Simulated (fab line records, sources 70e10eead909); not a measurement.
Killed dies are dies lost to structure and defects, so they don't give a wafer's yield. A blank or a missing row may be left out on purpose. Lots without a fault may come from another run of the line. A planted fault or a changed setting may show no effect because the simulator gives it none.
Tool commonality check | flow nand_harc | 14 lots, 42 wafers sampled

WHY IT WAS OPENED
At NHARC_P_CONTACT_CD_MEAS_12 the reading cd_nm is flagged on 2 of 14 lots. Wafers without a fault read 90.3 nm, standard deviation 0.64.
Rule: a lot is flagged when every wafer of it that has a number lies more than 4 standard deviations from that mean, or none has a number. The other lots count as sound.

lot  | measured     | on        | cd_nm (nm), wafer by wafer | flag
L751 | day 5 17:41  | cd_sem-01 | 89.6 90.3 89.8             |
L752 | day 6 08:05  | cd_sem-02 | 90.3 90.2 89.3             |
L753 | day 6 13:03  | cd_sem-02 | 90.3 90.5 89.1             |
L756 | day 7 19:50  | cd_sem-02 | 89.3 90.9 89.6             |
L758 | day 8 16:54  | cd_sem-01 | 90.1 90.6 89.6             |
L761 | day 10 11:58 | cd_sem-02 | 90.0 90.4 89.2             |
L764 | day 12 01:22 | cd_sem-02 | 90.2 89.3 90.4             |
L765 | day 12 01:44 | cd_sem-02 | 90.6 89.9 89.8             |
L767 | day 12 11:50 | cd_sem-02 | 90.0 90.7 91.9             |
L768 | day 12 19:53 | cd_sem-03 | 89.9 90.6 90.6             |
L771 | day 14 06:32 | cd_sem-01 | 104.9 105.4 106.5          | FLAGGED
L773 | day 15 03:35 | cd_sem-01 | 90.5 89.3 91.0             |
L772 | day 15 03:51 | cd_sem-02 | 110.4 110.4 109.6          | FLAGGED
L774 | day 15 14:01 | cd_sem-02 | 90.1 90.0 90.1             |
The numbers of the flagged lots are 107.9 nm on average: +17.6 nm against the usual, or +27 standard deviations.

WHICH TOOL RAN EACH LOT
The record holds 3 process steps before the reading, out of a route of 1302 steps. In each cell: the tool, then ch and the chambers that the sampled wafers went through, then the start.
lot  | flag    | NHARC_P_GATE_DEGAS_109       | NHARC_P_GATE_RTA_82              | NHARC_P_CONTACT_PEB_10
L751 |         | pvd_sputter-03, day 5 14:51  | rtp_anneal-01 ch 0, day 5 15:37  | litho_track-06 ch 0, day 5 17:36
L752 |         | pvd_sputter-03, day 6 05:40  | rtp_anneal-01 ch 0, day 6 06:25  | litho_track-01 ch 0, day 6 08:01
L753 |         | pvd_sputter-02, day 6 10:37  | rtp_anneal-01 ch 0, day 6 11:22  | litho_track-01 ch 0, day 6 12:58
L756 |         | pvd_sputter-01, day 7 17:17  | rtp_anneal-01 ch 0, day 7 18:05  | litho_track-06 ch 0, day 7 19:46
L758 |         | pvd_sputter-01, day 8 14:28  | rtp_anneal-02 ch 0, day 8 15:13  | litho_track-04 ch 0, day 8 16:49
L761 |         | pvd_sputter-03, day 10 09:25 | rtp_anneal-01 ch 0, day 10 10:11 | litho_track-01 ch 0, day 10 11:53
L764 |         | pvd_sputter-01, day 11 22:47 | rtp_anneal-01 ch 0, day 11 23:32 | litho_track-06 ch 0, day 12 01:17
L765 |         | pvd_sputter-02, day 11 23:11 | rtp_anneal-02 ch 0, day 12 00:00 | litho_track-01 ch 0, day 12 01:39
L767 |         | pvd_sputter-02, day 12 09:16 | rtp_anneal-02 ch 0, day 12 10:05 | litho_track-06 ch 0, day 12 11:45
L768 |         | pvd_sputter-03, day 12 17:19 | rtp_anneal-02 ch 0, day 12 18:05 | litho_track-06 ch 0, day 12 19:49
L771 | FLAGGED | pvd_sputter-03, day 14 03:40 | rtp_anneal-01 ch 0, day 14 04:40 | litho_track-06 ch 0, day 14 06:27
L773 |         | pvd_sputter-01, day 15 01:01 | rtp_anneal-01 ch 0, day 15 01:46 | litho_track-01 ch 0, day 15 03:30
L772 | FLAGGED | pvd_sputter-03, day 15 01:12 | rtp_anneal-02 ch 0, day 15 02:00 | litho_track-06 ch 0, day 15 03:46
L774 |         | pvd_sputter-02, day 15 11:27 | rtp_anneal-01 ch 0, day 15 12:12 | litho_track-01 ch 0, day 15 13:56
What these steps do:
- NHARC_P_GATE_DEGAS_109: time 60 s.
- NHARC_P_GATE_RTA_82: time 30 s.
- NHARC_P_CONTACT_PEB_10: peb time 65 s.
- NHARC_P_CONTACT_CD_MEAS_12: target cd 90 nm.

FLAGGED OVER TOTAL, TOOL BY TOOL (the gauges that took the reading come last)
step                       | tool           | lots run | flagged | share of the flagged lots | sound lots run after its first flagged lot
NHARC_P_GATE_DEGAS_109     | pvd_sputter-01 | 4        | 0       | none                      | -
NHARC_P_GATE_DEGAS_109     | pvd_sputter-02 | 4        | 0       | none                      | -
NHARC_P_GATE_DEGAS_109     | pvd_sputter-03 | 6        | 2       | all                       | 0
NHARC_P_GATE_RTA_82        | rtp_anneal-01  | 9        | 1       | some                      | 2 (L773,L774)
NHARC_P_GATE_RTA_82        | rtp_anneal-02  | 5        | 1       | some                      | 0
NHARC_P_CONTACT_PEB_10     | litho_track-01 | 6        | 0       | none                      | -
NHARC_P_CONTACT_PEB_10     | litho_track-04 | 1        | 0       | none                      | -
NHARC_P_CONTACT_PEB_10     | litho_track-06 | 7        | 2       | all                       | 0
NHARC_P_CONTACT_CD_MEAS_12 | cd_sem-01      | 4        | 1       | some                      | 1 (L773)
NHARC_P_CONTACT_CD_MEAS_12 | cd_sem-02      | 9        | 1       | some                      | 1 (L774)
NHARC_P_CONTACT_CD_MEAS_12 | cd_sem-03      | 1        | 0       | none                      | -

WHAT THE TABLE ALLOWS
2 rows of the table ran every flagged lot: pvd_sputter-03 at NHARC_P_GATE_DEGAS_109, litho_track-06 at NHARC_P_CONTACT_PEB_10.
- pvd_sputter-03 at NHARC_P_GATE_DEGAS_109: 2 of its 6 lots flagged. Its last sound lot is L768 (day 12 17:19), its first flagged lot L771 (day 14 03:40): a fault that began between those two fits.
- litho_track-06 at NHARC_P_CONTACT_PEB_10: 2 of its 7 lots flagged. Its last sound lot is L768 (day 12 19:49), its first flagged lot L771 (day 14 06:27): a fault that began between those two fits.
Counting lots can't tell these 2 tools apart, because each fits a fault that began at some hour. More lots, or a look at what each step does to the wafer, might.

WHAT THE SIMULATOR HAD PUT IN
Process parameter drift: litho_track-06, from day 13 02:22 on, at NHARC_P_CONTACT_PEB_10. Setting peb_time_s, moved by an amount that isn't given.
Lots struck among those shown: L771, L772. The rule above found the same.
